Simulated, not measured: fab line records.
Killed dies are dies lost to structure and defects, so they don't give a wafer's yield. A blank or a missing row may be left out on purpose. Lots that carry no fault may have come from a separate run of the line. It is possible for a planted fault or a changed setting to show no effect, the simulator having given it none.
Matching of chambers + flow n5_finfet + N5_BEOL_M8_ETCH_72 on rie_diel-04: 4 sister chambers
The step etches underlayer in N2/H2, target depth 6.5 nm, time 5.2 s. 4 wafers are shown with their chamber, then 8 later ones without.

## EACH WAFER AND ITS CHAMBER
| wafer  | chamber | showerhead_plenum_p_Torr (Torr) |
|--------|---------|---------------------------------|
| L079.4 | 0       | 2.48                            |
| L079.6 | 2       | 2.55                            |
| L081.3 | 1       | 2.46                            |
| L087.1 | 3       | 2.69                            |

## WAFERS WHOSE CHAMBER IS MISSING
| wafer  | showerhead_plenum_p_Torr (Torr) |
|--------|---------------------------------|
| L087.5 | 2.47                            |
| L087.6 | 2.69                            |
| L091.1 | 2.46                            |
| L091.2 | 2.69                            |
| L091.4 | 2.69                            |
| L095.1 | 2.54                            |
| L095.3 | 2.69                            |
| L095.5 | 2.54                            |

## WHICH CHAMBER EACH WENT THROUGH
| wafer  | from the rows above     | in truth                   |
|--------|-------------------------|----------------------------|
| L087.5 | can't be placed: 0 or 1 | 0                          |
| L087.6 | 3                       | 3                          |
| L091.1 | 1                       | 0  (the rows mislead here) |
| L091.2 | 3                       | 3                          |
| L091.4 | 3                       | 3                          |
| L095.1 | 2                       | 2                          |
| L095.3 | 3                       | 3                          |
| L095.5 | 2                       | 2                          |
Placed correctly: 6 of 8. From these rows, 1 cannot be placed; in 1 the true chamber is one of the candidates. 1 placed wrongly.
How it was worked out, from the rows above alone: a wafer's distance from a chamber is the root of the sum, over the readings, of the square of ((its reading less the chamber's mean) divided by the reading's scatter). The wafer belongs to the nearest chamber; if the next one is less than 2 further off, it can't be placed. Each chamber's mean is taken over the wafers shown for it. The scatter: root of mean squared gap, hidden wafer to nearest shown wafer, with one shown wafer a chamber.
